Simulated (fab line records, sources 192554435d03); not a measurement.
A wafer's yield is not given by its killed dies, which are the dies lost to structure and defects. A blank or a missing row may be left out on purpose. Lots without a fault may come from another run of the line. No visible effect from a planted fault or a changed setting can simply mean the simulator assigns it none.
Lot-split experiment	flow n5 finfet	7 lots, 21 wafers read, on a route of 1938 steps

== ABOUT THE SPLIT ==
At N5_BEOL_M6_EXPOSE_08 (exposes mask M6), the setting dose mj was moved away from the recipe's 68.25 on 10 of the 21 wafers read, by -6.8% to +6.4%. For the rest of the wafers, this setting stayed at what the recipe calls for.

== FROM THE SPLIT TO THE READING: what the file shows between them, 21 steps ==
- N5_BEOL_M6_PEB_09: peb time 60 s
- N5_BEOL_M6_DEVELOP_10: develop time 30 s
- N5_BEOL_M6_CD_MEAS_11: target cd 38.5 nm
- N5_BEOL_M6_DESCUM_16: chemistry O2, time 7.9 s
- N5_BEOL_M6_ETCH_61: etches SiARC in CF4, target depth 45.5 nm, time 75.8 s
- N5_BEOL_M6_ETCH_62: etches SOC in N2/H2, target depth 110 nm, overetch 22 nm, time 165 s
- N5_BEOL_M6_STRIP_68: strips in N2/H2
- N5_BEOL_M6_STRIP_67: strips in CF4
- N5_BEOL_M6_HM_OPEN_17: chemistry Cl2/BCl3, target TiN, target depth 20 nm, overetch 6 nm
- N5_BEOL_M6_STRIP_19: strips in O2
- N5_BEOL_M6_CD_MEAS_18: pitch 80 nm, target cd 40 nm
- N5_BEOL_M6_ETCH_66: etches SOC in N2/H2, target depth 80 nm, overetch 16 nm, time 120 s (also split here: bias w)
- N5_BEOL_M6_STRIP_69: strips in N2/H2
- N5_BEOL_M6_STRIP_73: strips in N2/H2
- N5_BEOL_M6_STRIP_76: strips in C4F6/O2
- N5_BEOL_M6_STRIP_36: strips in N2/H2
- N5_BEOL_M6_TRENCH_ETCH_37: etches SiCOH lowk in C4F6/O2, target depth 94.435 nm, time 31.5 s
- N5_BEOL_M6_ETCH_41: etches SiCN in CH3F/O2, target depth 29.7 nm, time 52 s
- N5_BEOL_M6_STRIP_80: strips in N2/H2, time 10 s
- N5_BEOL_M6_PRECLEAN_42: cleans in residue remover, time 60 s
- N5_BEOL_M6_SRD_43: time 30 s

== THE READING ==
cd nm, in nm, at N5_BEOL_M6_CD_MEAS_35 (target cd 40 nm, target cd y 28 nm). Fault-free wafers of this fab line usually give 40.2 nm, standard deviation 0.47 nm.

wafer	tool, chamber at the split	dose mj as run	against the recipe	cd nm, nm	against lot-mates on the recipe
L075.1	arfi scanner-02, 0	68.25	recipe	40.1	-
L075.2	arfi scanner-02, 0	64.98	-4.8%	38.0	-2.2
L075.6	arfi scanner-02, 0	68.25	recipe	40.4	-
L076.1	arfi scanner-02, 0	72.59	+6.4%	44.1	+3.2
L076.3	arfi scanner-02, 0	68.25	recipe	40.9	-
L076.5	arfi scanner-02, 0	72.59	+6.4%	43.9	+3.0
L080.2	arfi scanner-03, 0	68.25	recipe	39.1	-
L080.3	arfi scanner-03, 0	68.25	recipe	39.7	-
L080.4	arfi scanner-03, 0	63.61	-6.8%	36.3	-3.1
L083.3	arfi scanner-03, 0	68.25	recipe	40.1	-
L083.4	arfi scanner-03, 0	65.25	-4.4%	37.7	-2.4
L083.5	arfi scanner-03, 0	65.25	-4.4%	37.8	-2.3
L084.1	arfi scanner-03, 0	69.75	+2.2%	41.1	+1.0
L084.2	arfi scanner-03, 0	69.75	+2.2%	41.7	+1.6
L084.5	arfi scanner-03, 0	68.25	recipe	40.1	-
L092.3	arfi scanner-03, 0	68.25	recipe	40.1	-
L092.4	arfi scanner-03, 0	68.25	recipe	40.1	-
L092.5	arfi scanner-03, 0	68.25	recipe	40.4	-
L094.1	arfi scanner-01, 0	64.22	-5.9%	37.9	-1.8
L094.4	arfi scanner-01, 0	64.22	-5.9%	37.3	-2.4
L094.5	arfi scanner-01, 0	68.25	recipe	39.7	-

FIT RESULTS
A straight line over all 21 wafers: cd nm changes by +0.534 nm for each +1% of dose mj; r = +0.97; the points scatter about the line by 0.45 nm.
The same after taking each lot's own level away (the mean of its wafers on the recipe; 21 wafers): +0.461 nm for each +1%; r = +0.98; scatter 0.31 nm.
According to that fit, moving dose mj by its largest amount changes the reading by 3.1 nm.
The span of the lots' own levels, 39.40 to 40.90 nm, comes to 3.2 times the standard deviation stated above.
So the lot-to-lot level changes the slope: the two fits differ.
Check: -3.05 nm against its lot-mates is what the line predicts for one of the wafers moved furthest among these (-6.8%) when that wafer is left out of the fit. Against them it came out at -3.1 nm.

== OTHER SPLITS ON THESE WAFERS ==
Other splits were also applied to these wafers ahead of the reading. Each is held against what the fit with the lots' levels taken away leaves over:
other split on the same wafers	wafers away from the commonest value	r with cd nm (lot level and that fit taken away)
N5_BEOL_M6_HM_DEP_02 target thk a	9	+0.44
N5_BEOL_M6_ETCH_66 bias w	4	-0.41

== THE WHOLE CHAIN: every reading that the file lists as answering this split, in the file's order ==
step	what it does	reading	change (the file's fit)	r (the file's)
N5_BEOL_M6_CD_MEAS_11	target cd 38.5 nm	cd nm	+0.454 nm for each +1% of the setting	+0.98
N5_BEOL_M6_ETCH_61	etches SiARC in CF4, target depth 45.5 nm, time 75.8 s	BEOL_M6.cd offset nm (the simulator's own value, which no gauge read)	+0.459 nm for each +1% of the setting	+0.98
N5_BEOL_M6_ETCH_62	etches SOC in N2/H2, target depth 110 nm, overetch 22 nm, time 165 s	BEOL_M6.cd offset nm (the simulator's own value, which no gauge read)	+0.468 nm for each +1% of the setting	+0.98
N5_BEOL_M6_CD_MEAS_18	pitch 80 nm, target cd 40 nm	cd nm	+0.47 nm for each +1% of the setting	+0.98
N5_BEOL_M6_CD_MEAS_35	target cd 40 nm, target cd y 28 nm	cd nm	+0.458 nm for each +1% of the setting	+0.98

== THE FILE'S OWN FIT ==
cd nm changes by +0.458 nm for each +1% of dose mj, r = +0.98.
